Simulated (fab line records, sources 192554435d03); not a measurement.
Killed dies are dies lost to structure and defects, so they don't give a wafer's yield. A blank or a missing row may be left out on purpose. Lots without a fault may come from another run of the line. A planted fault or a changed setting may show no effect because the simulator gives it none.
fab line records | flow n5_finfet
record lots=10 wafers=26 last_day=18
route steps=1938 shown BEOL_M0_SAQP@670 BEOL_M4@1111 PASSIVATION@1936
lots that met no fault: from a run of the same line without faults
start_h: hours from the record's first day to the start of the lot's first wafer shown | wait_h: hours since the lot's step before | " the same as in the row above | L1.1+2: a row that stands for several wafers | - no value, or no start given | * or withheld: withheld | < > ~ a bound
route shown NAME@n: a module of which the file shows steps, and the number in the route of the first | usual: mean/standard deviation of fault-free wafers | same: alike in all rows | chamber/n: place in a boat | sites: the reading at each site | _std_site: their standard deviation | _edge_site: outer sites' mean less inner sites' | radius_mm: how far each site lies from the wafer's centre | mask NAME#n: copy n | behind: the tool/chamber that last shaped the wafer | hold: why the lot was held/for how many hours/how that ended | device: the transistor (n, p or np) that didn't switch | end of line: the same wafers' tests at the end of the route | a step without rows: its recipe alone | killed: dies lost to structure and defects at the first sort, not the wafer's yield | map: a wafer's dies, x killed, . not, _ none there
set.NAME: the setting as run; set.NAME@STEP: as run at that earlier step | model.NAME: the simulator's own value behind a step, which no gauge read
steps of the route over a sample of lots; a table a step, a row a wafer
services: from which hour (start_h, from the record's first day; less than 0 if before it) a tool's chamber was out of use, for how many hours, and why
## steps
# step N5_BEOL_M0_SAQP_RECESS_104
# recipe chemistry=HF/NH3 target=SiO2 target_depth_a=180 afs_cycles=3 temp_c=30 sublimation_temp_c=180 sublimation_time_s=60
# usual drypump_motor_current_A=5.54/0.12 sublimation_temp_c=180.00/0.14
# columns lot.wafer tool chamber start_h wait_h drypump_motor_current_A sublimation_temp_c
L529.1 vapor_etch-02 1 108.68 0.1 5.50 180.16
L529.2 " 0 " " 5.37 179.92
L529.5 " 0 " " 5.39 179.93
L533.1 vapor_etch-01 1 136.01 0.1 5.63 179.83
L533.3 " 1 " " 5.63 179.93
L533.4 " 0 " " 5.69 179.85
L535.2 vapor_etch-02 1 143.68 0.1 5.49 180.01
L535.3 " 0 " " 5.37 180.06
L535.4 " 1 " " 5.51 180.08
L540.1 vapor_etch-02 1 175.02 0.1 5.52 180.05
L540.2 " 0 " " 5.37 180.10
L540.6 " 0 " " 5.37 179.95
L541.3 vapor_etch-02 1 185.91 0.2 5.52 180.05
L541.4 " 0 " " 5.36 180.19
L541.5 " 1 " " 5.50 179.98
L546.3 vapor_etch-02 0 211.23 0.2 5.36 180.16
L546.6 " 0 " " 5.36 180.14
L547.1 vapor_etch-01 0 216.77 0.1 5.69 179.90
L547.5 " 0 " " 5.69 180.02
L548.1 vapor_etch-01 0 228.89 0.1 5.67 179.95
L548.4 " 0 " " 5.67 179.89
L548.5 " 0 " " 5.69 179.88
L550.4 vapor_etch-02 1 239.27 0.2 5.49 180.38
L550.5 " 0 " " 5.36 180.17
L551.1 vapor_etch-02 0 265.70 0.1 5.35 179.94
L551.3 " 1 " " 5.52 180.02
# step N5_BEOL_M0_SAQP_DESCUM_45
# recipe chemistry=O2 time_s=7 source_power_w=50 bias_power_w=20 pressure_mtorr=20 rf_frequency_hz=2.712e+07 temp_c=40 resist=CAR-EUV o2_flow_sccm=225
# usual drypump_motor_current_A=5.8/0.46 oes_product_au=0.72/0.039 rf_vpp_V=243.8/1.2 showerhead_plenum_p_Torr=2.14/0.055 throttle_valve_pct=20.53/0.18
# columns lot.wafer tool chamber start_h wait_h drypump_motor_current_A oes_product_au rf_hours_counter_h rf_vpp_V showerhead_plenum_p_Torr throttle_valve_pct
L529.1 rie_diel-03 3 110.92 0.0 5.9 0.70 196 244.5 2.16 20.76
L529.2 " 1 " " 6.4 0.69 224 244.6 2.15 20.51
L529.5 " 3 " " 5.9 0.69 - 245.0 2.16 20.75
L533.1 rie_diel-05 1 138.06 0.1 5.1 0.71 177 244.1 2.18 20.58
L533.3 " 0 " " 5.3 0.76 143 245.8 2.18 20.19
L533.4 " 1 " " 5.1 0.71 - 244.1 2.18 20.58
L535.2 rie_diel-03 0 146.00 0.1 5.9 0.72 176 244.4 2.16 20.38
L535.3 " 3 " " 5.9 0.69 210 243.8 2.15 20.76
L535.4 " 2 " " 5.6 0.79 - 244.1 2.14 20.79
L540.1 rie_diel-05 2 177.31 0.0 6.4 0.73 202 245.3 2.17 20.37
L540.2 " 0 " " 5.3 0.76 155 243.8 2.17 20.20
L540.6 " 2 " " 6.4 0.73 - 242.7 2.17 20.37
L541.3 rie_diel-03 0 188.75 0.7 5.9 0.72 192 244.9 2.15 20.42
L541.4 " 3 " " 5.9 0.68 225 244.9 2.15 20.80
L541.5 " 2 " " 5.6 0.78 - 242.8 2.13 20.81
L546.3 rie_diel-06 1 213.20 0.2 5.7 0.68 213 245.6 2.17 20.36
L546.6 " 3 " " 5.2 0.73 - 241.0 2.00 20.62
L547.1 rie_diel-05 1 219.01 0.0 5.1 0.70 202 244.8 2.17 20.59
L547.5 " 0 " " 5.3 0.75 - 244.1 2.17 20.19
L548.1 rie_diel-06 0 230.82 0.0 5.7 0.69 212 243.0 2.19 20.58
L548.4 " 3 " " 5.2 0.73 219 240.3 1.99 20.64
L548.5 " 3 " " 5.2 0.73 - 242.0 1.99 20.64
L550.4 rie_diel-05 3 241.26 0.0 6.0 0.64 240 243.5 2.07 20.58
L550.5 " 1 " " 5.1 0.69 - 244.9 2.16 20.60
L551.1 rie_diel-03 1 267.90 0.3 6.4 0.67 254 244.2 2.14 20.53
L551.3 " 3 " " 5.9 0.67 246 245.4 2.14 20.83
# step N5_BEOL_M0_SAQP_ETCH_49
# recipe chemistry=CF4/O2 target_depth_a=370 target=SiO2 pressure_mtorr=40 source_w=535 bias_w=49 Ar_flow_sccm=100 cf4_flow_sccm=100 O2_flow_sccm=10 ion_energy_ev=100
# usual drypump_motor_current_A=5.8/0.45 oes_ar_750_au=0.72/0.033 oes_product_au=0.71/0.039 rf_vpp_V=242/7.5 showerhead_plenum_p_Torr=2.25/0.052 throttle_valve_pct=15.96/0.21
# columns lot.wafer tool chamber start_h wait_h drypump_motor_current_A oes_ar_750_au oes_product_au rf_hours_counter_h rf_vpp_V showerhead_plenum_p_Torr throttle_valve_pct
L529.1 rie_diel-05 1 111.73 0.3 5.1 0.73 0.71 169 245 2.30 16.04
L529.2 " 3 " " 6.1 0.73 0.68 206 247 2.20 16.01
L529.5 " 2 " " 6.4 0.76 0.75 - 239 2.27 15.66
L533.1 rie_diel-05 0 138.87 0.3 5.3 0.78 0.76 144 242 2.31 15.67
L533.3 " 2 " " 6.3 0.76 0.74 189 240 2.27 15.67
L533.4 " 2 " " 6.4 0.75 0.74 - 239 2.27 15.68
L535.2 rie_diel-05 3 146.82 0.3 6.0 0.72 0.88 215 248 2.19 16.03
L535.3 " 1 " " 5.1 0.72 0.92 181 244 2.29 16.07
L535.4 " 0 " " 5.3 0.78 1.00 147 241 2.31 15.69
L540.1 rie_diel-05 0 178.12 0.3 5.3 0.76 0.99 155 241 2.30 15.71
L540.2 " 2 " " 6.3 0.75 0.96 202 241 2.26 15.69
L540.6 " 1 " " 5.1 0.71 0.90 - 244 2.29 16.08
L541.3 rie_diel-05 3 189.56 0.3 6.1 0.72 0.87 226 249 2.19 16.05
L541.4 " 1 " " 5.1 0.71 0.90 193 244 2.29 16.10
L541.5 " 1 " " 5.1 0.71 0.91 - 244 2.29 16.08
L546.3 rie_diel-03 1 214.01 0.3 6.4 0.68 0.68 242 236 2.25 16.06
L546.6 " 1 " " 6.4 0.69 0.67 - 235 2.25 16.03
L547.1 rie_diel-03 1 219.82 0.3 6.4 0.69 0.67 244 236 2.25 16.03
L547.5 " 2 " " 5.7 0.76 0.77 - 233 2.22 16.10
L548.1 rie_diel-03 2 231.63 0.3 5.7 0.75 0.76 124 232 2.22 16.11
L548.4 " 1 " " 6.4 0.69 0.67 247 235 2.25 16.04
L548.5 " 3 " " 5.9 0.68 0.67 - 233 2.28 16.35
L550.4 rie_diel-03 3 242.12 0.3 5.9 0.68 0.66 - 235 2.28 16.34
L550.5 " 1 " " 6.4 0.69 0.68 - 235 2.25 16.06
L551.1 rie_diel-06 0 268.80 0.3 5.7 0.66 0.69 225 249 2.25 15.74
L551.3 " 2 " " 6.7 0.75 0.76 161 250 2.13 15.96
# step N5_BEOL_M0_SAQP_STRIP_75
# recipe chemistry=CF4 resist=SiARC power_w=300 bias_power_w=75 pressure_mtorr=50 cf4_flow_sccm=150 rf_frequency_hz=6e+07
# usual drypump_motor_current_A=5.8/0.45 oes_product_au=0.166/0.0088 rf_vpp_V=271.8/1.2 showerhead_plenum_p_Torr=1.83/0.043 throttle_valve_pct=13.70/0.2
# columns lot.wafer tool chamber start_h wait_h drypump_motor_current_A oes_product_au rf_hours_counter_h rf_vpp_V showerhead_plenum_p_Torr throttle_valve_pct
L529.1 rie_diel-05 1 111.83 0.1 5.1 0.163 169 272.0 1.87 13.77
L529.2 " 3 " " 6.0 0.163 206 271.0 1.77 13.70
L529.5 " 2 " " 6.3 0.175 - 272.2 1.83 13.37
L533.1 rie_diel-05 0 138.97 0.1 5.3 0.173 144 272.3 1.88 13.45
L533.3 " 2 " " 6.3 0.168 189 273.0 1.83 13.39
L533.4 " 2 " " 6.4 0.169 - 273.6 1.83 13.39
L535.2 rie_diel-05 3 146.92 0.1 6.1 0.159 215 271.6 1.77 13.71
L535.3 " 1 " " 5.1 0.172 181 272.7 1.86 13.81
L535.4 " 0 " " 5.3 0.172 147 273.1 1.88 13.44
L540.1 rie_diel-05 0 178.22 0.1 5.3 0.170 155 272.5 1.88 13.47
L540.2 " 2 " " 6.3 0.173 202 272.7 1.83 13.43
L540.6 " 1 " " 5.1 0.164 - 273.2 1.86 13.83
L541.3 rie_diel-05 3 189.66 0.1 6.1 0.147 226 271.1 1.77 13.75
L541.4 " 1 " " 5.1 0.167 193 272.6 1.86 13.82
L541.5 " 1 " " 5.1 0.172 - 272.9 1.86 13.82
L546.3 rie_diel-03 1 214.11 0.1 6.5 0.154 242 271.9 1.82 13.77
L546.6 " 1 " " 6.4 0.153 - 272.4 1.82 13.77
L547.1 rie_diel-03 1 219.92 0.1 6.4 0.164 244 270.4 1.81 13.75
L547.5 " 2 " " 5.7 0.186 - 272.2 1.81 13.80
L548.1 rie_diel-03 2 231.73 0.1 5.6 0.178 124 271.2 1.81 13.79
L548.4 " 1 " " 6.4 0.153 247 272.0 1.81 13.77
L548.5 " 3 " " 5.8 0.159 - 271.6 1.86 14.13
L550.4 rie_diel-03 3 242.18 0.0 5.9 0.156 - 271.3 1.86 14.10
L550.5 " 1 " " 6.5 0.156 - 272.6 1.81 13.79
L551.1 rie_diel-06 0 268.90 0.1 5.7 0.163 225 272.6 1.84 13.56
L551.3 " 2 " " 6.7 0.176 161 269.6 1.73 13.67
# step N5_BEOL_M4_RC_MEAS_101
# usual DIBL_N=36.2/2.2 DIBL_P=36.5/3 IOFF_N=0.16/0.039 IOFF_P=0.22/0.047 ION_N=675/15 ION_P=463/10 SS_N=71.6/0.71 SS_P=73.4/0.94 VT_N=250/3.6 VT_P=-250/3.9
# columns lot.wafer tool chamber start_h wait_h DIBL_N[mV/V] DIBL_P[mV/V] IOFF_N[nA/um] IOFF_P[nA/um] ION_N[uA/um] ION_P[uA/um] SS_N[mV/dec] SS_P[mV/dec] VT_N[mV] VT_P[mV]
L529.1 prober-01 0 161.40 0.0 32.5 32.4 0.11 0.16 650 452 70.7 72.4 252 -253
L529.2 " 0 " " 36.8 37.7 0.20 0.25 690 468 71.8 74.1 241 -249
L529.5 " 0 " " 35.2 36.3 0.17 0.22 677 463 71.6 72.6 247 -248
L533.1 prober-02 0 194.60 0.0 35.1 35.7 0.14 0.18 664 451 71.3 73.3 253 -254
L533.3 " 0 " " 35.4 37.1 0.15 0.21 678 468 71.5 73.0 250 -250
L533.4 " 0 " " 32.2 32.7 0.10 0.16 650 450 70.5 72.2 257 -253
L535.2 prober-02 0 200.96 0.2 35.2 36.0 0.16 0.22 676 464 71.9 74.0 249 -249
L535.3 " 0 " " 34.7 34.5 0.15 0.19 674 457 71.3 73.0 250 -249
L535.4 " 0 " " 38.8 40.0 0.24 0.31 690 474 73.3 75.5 243 -246
L540.1 prober-02 0 230.48 0.0 35.6 36.8 0.15 0.21 663 463 71.8 73.6 252 -248
L540.2 " 0 " " 35.6 36.7 0.15 0.20 690 473 71.2 73.7 251 -251
L540.6 " 0 " " 33.2 34.3 0.12 0.18 657 454 70.3 73.6 255 -251
L541.3 prober-02 0 248.58 0.3 37.4 38.3 0.19 0.28 672 466 72.0 74.1 249 -246
L541.4 " 0 " " 36.6 35.0 0.16 0.21 664 459 71.3 73.4 251 -250
L541.5 " 0 " " 35.1 35.2 0.15 0.21 671 469 71.8 73.5 251 -249
L546.3 prober-02 0 280.46 0.3 36.8 36.2 0.18 0.21 690 460 72.1 73.8 246 -250
L546.6 " 0 " " 38.3 38.6 0.21 0.24 686 462 71.9 74.4 244 -248
L547.1 prober-02 0 285.12 0.1 35.0 32.9 0.14 0.19 659 457 71.0 71.6 251 -249
L547.5 " 0 " " 40.5 40.7 0.26 0.32 702 479 73.5 74.1 244 -242
L550.4 prober-01 0 289.51 0.5 37.0 38.9 0.16 0.22 673 455 71.2 73.2 251 -252
L550.5 " 0 " " 37.9 40.3 0.17 0.23 672 460 72.0 73.9 251 -250
L548.1 prober-02 0 289.62 0.0 32.2 32.2 0.12 0.19 669 476 70.6 71.6 251 -247
L548.4 " 0 " " 35.6 35.7 0.16 0.24 678 466 71.2 72.7 248 -244
L548.5 " 0 " " 36.5 37.0 0.18 0.29 686 475 71.6 73.8 244 -240
L551.1 prober-02 0 317.23 0.0 42.3 42.9 0.26 0.34 684 467 72.5 76.7 247 -246
L551.3 " 0 " " 34.6 33.3 0.12 0.16 661 457 70.7 73.3 254 -255
# step N5_PASSIVATION_PROBE_49
# usual defect_limited_yield=91.5/1.5 killed_at_M0_to_M3=32/10 killed_at_M4_up=13/4.9 killed_at_contacts=13/6.1 killed_at_front_end=38/11 killed_at_other=3/3.2 killed_dies=101/18 killed_open=66/13 killed_short=32/8.3 sort_bin_4_leakage=0.00/0.018 sort_bin_5_function=5.0/1 sort_bin_6_memory=3.2/0.74 sort_n_pass=1078/22 sort_yield_pct=91.3/1.9
# same gross_dies=1180 killed_at_back_side=0 sort_bin_8_speed[%]=0
# columns lot.wafer tool chamber start_h wait_h defect_limited_yield[%] killed_at_M0_to_M3 killed_at_M4_up killed_at_contacts killed_at_front_end killed_at_other killed_dies killed_open killed_short sort_bin_4_leakage[%] sort_bin_5_function[%] sort_bin_6_memory[%] sort_n_pass sort_yield_pct[%]
L541.3 prober-02 - 352.82 0.1 89.5 30 13 26 49 6 124 72 32 0 5.3 3.4 1056 89.5
L541.5 prober-02 - 352.92 0.2 88.2 40 9 14 70 6 139 90 32 0 6.6 3.9 1041 88.2
L546.6 prober-02 - 386.96 0.3 94.9 14 13 10 23 0 60 39 20 0 3.4 1.4 1120 94.9
L547.1 prober-02 - 392.76 0.5 90.6 35 8 23 33 12 111 70 41 0 6.1 3.1 1069 90.6
L547.5 prober-02 - 392.96 0.7 93.1 21 6 11 34 9 81 57 24 0.08 4.4 2.5 1098 93.1
L550.4 prober-02 - 402.66 0.2 91.3 26 10 12 46 9 103 67 36 0 4.2 4.2 1077 91.3
L550.5 prober-02 - 402.71 0.2 90.8 29 17 15 43 5 109 67 42 0 5.4 3.2 1071 90.8
L548.5 prober-01 - 406.36 0.2 92.5 28 7 10 42 1 88 56 31 0 4.5 2.4 1092 92.5
L551.1 prober-02 - 419.95 0.0 89.2 52 16 20 37 2 127 79 47 0 5.8 4.3 1053 89.2
L551.3 prober-02 - 420.05 0.1 88.9 40 14 29 44 4 131 90 37 0 6.7 3.8 1049 88.9
# killed by level:class
L541.3 HKMG_FIN:area_etch=18 MOL_CONTACT_COAG:geometric_particle:open=17 BEOL_M1:geometric_particle:open=10 MOL_CONTACT_COAG:geometric_particle:short=7 FIN_SAQP:geometric_particle:open=6 BEOL_M4:geometric_particle:open=6 BEOL_M2:geometric_particle:open=5 STI_FIN_REVEAL:geometric_particle:open=4
L541.5 STI_FIN_REVEAL:geometric_particle:open=17 MOL_CONTACT_COAG:geometric_particle:open=13 HKMG_FIN:area_etch=12 BEOL_M2:geometric_particle:open=10 BEOL_M3:geometric_particle:open=9 DUMMY_GATE:geometric_particle:open=7 ILD0:geometric_particle:short=6 BEOL_M1:geometric_particle:open=6
L546.6 MOL_CONTACT_COAG:geometric_particle:short=5 MOL_CONTACT_COAG:geometric_particle:open=5 BEOL_M4:geometric_particle:open=5 DUMMY_GATE:geometric_particle:open=4 BEOL_M0_SAQP:geometric_particle:open=4 BEOL_M1:geometric_particle:open=4 STARTING-WAFER:geometric_particle:short=3 STI_FIN_REVEAL:geometric_particle:open=3
L547.1 MOL_CONTACT_COAG:geometric_particle:open=19 BEOL_M1:geometric_particle:open=12 STI_FIN_REVEAL:geometric_particle:open=8 BEOL_M1:geometric_particle:short=8 BEOL_M2:geometric_particle:open=5 MOL_CONTACT_COAG:geometric_particle:short=4 MIM_TOP_ETCH:geometric_particle:open=4 STARTING-WAFER:geometric_particle:short=4
L547.5 MOL_CONTACT_COAG:geometric_particle:open=10 BEOL_M1:geometric_particle:open=7 STI_FIN_REVEAL:geometric_particle:open=6 DUMMY_GATE:geometric_particle:open=6 FIN_SAQP:geometric_particle:short=5 STARTING-WAFER:geometric_particle:open=5 BEOL_M0:geometric_particle:open=4 GATE_CUT:geometric_particle:short=3
L550.4 DUMMY_GATE:geometric_particle:open=11 FIN_SAQP:geometric_particle:open=10 BEOL_M0_SAQP:geometric_particle:short=9 MOL_CONTACT_COAG:geometric_particle:open=8 FIN_SAQP:geometric_particle:short=6 BEOL_M0_SAQP:geometric_particle:open=6 STI_FIN_REVEAL:geometric_particle:open=6 GATE_CUT:geometric_particle:short=5
L550.5 MOL_CONTACT_COAG:geometric_particle:open=11 BEOL_M0_SAQP:geometric_particle:open=9 BEOL_M0_SAQP:geometric_particle:short=9 FIN_SAQP:geometric_particle:open=8 STI_FIN_REVEAL:geometric_particle:open=8 BEOL_M4:geometric_particle:open=7 STARTING-WAFER:geometric_particle:open=6 FIN_SAQP:geometric_particle:short=5
L548.5 FIN_SAQP:geometric_particle:short=15 FIN_SAQP:geometric_particle:open=12 MOL_CONTACT_COAG:geometric_particle:open=9 STI_FIN_REVEAL:geometric_particle:open=8 BEOL_M1:geometric_particle:open=7 BEOL_M3:geometric_particle:open=6 BEOL_M0_SAQP:geometric_particle:short=6 BEOL_M0_SAQP:geometric_particle:open=4
L551.1 BEOL_M0_SAQP:geometric_particle:short=21 MOL_CONTACT_COAG:geometric_particle:open=17 BEOL_M3:geometric_particle:open=11 FIN_SAQP:geometric_particle:open=10 BEOL_M0_SAQP:geometric_particle:open=7 STI_FIN_REVEAL:geometric_particle:open=6 GATE_CUT:geometric_particle:short=5 FIN_SAQP:geometric_particle:short=4
L551.3 MOL_CONTACT_COAG:geometric_particle:open=21 FIN_SAQP:geometric_particle:open=14 BEOL_M0_SAQP:geometric_particle:open=8 MOL_CONTACT_COAG:geometric_particle:short=8 BEOL_M1:geometric_particle:open=8 STI_FIN_REVEAL:geometric_particle:open=7 BEOL_M3:geometric_particle:open=7 FIN_SAQP:geometric_particle:short=5
## services
# columns tool chamber start_h hours kind
rie_diel-03 0 109.28 3.0 repair
rie_diel-06 0 119.35 10.0 repair
rie_diel-05 0 124.31 6.9 repair
rie_diel-03 1 127.54 46.7 repair
rie_diel-05 3 136.41 7.8 repair
rie_diel-06 - 182.23 2.8 pm
vapor_etch-01 - 185.61 4.3 pm
rie_diel-03 - 242.73 14.6 pm
## key
first_sign step=N5_BEOL_M0_SAQP_ETCH_49 reading=oes_product_au direction=up sigmas=5.3 usual=0.71 struck=0.92
effect none on later readings
met_at N5_BEOL_M0_SAQP_ETCH_49
struck_lots L535,L540,L541
baseline_loss step=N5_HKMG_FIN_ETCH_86 wafers=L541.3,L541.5
not_acting_at N5_BEOL_M0_SAQP_RECESS_104,N5_BEOL_M0_SAQP_DESCUM_45,N5_BEOL_M0_SAQP_STRIP_75
onset_between 138.87 146.82
fault kind=process_parameter_drift tool=rie_diel-05 chamber=- onset_h=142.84 steps=N5_BEOL_M0_SAQP_ETCH_49 channel=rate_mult offset=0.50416 shape=step end_h=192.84
# baseline_loss: these wafers lose ten dies or more at that step, a loss of the line's own and not of a fault; the sort's usual values leave them out
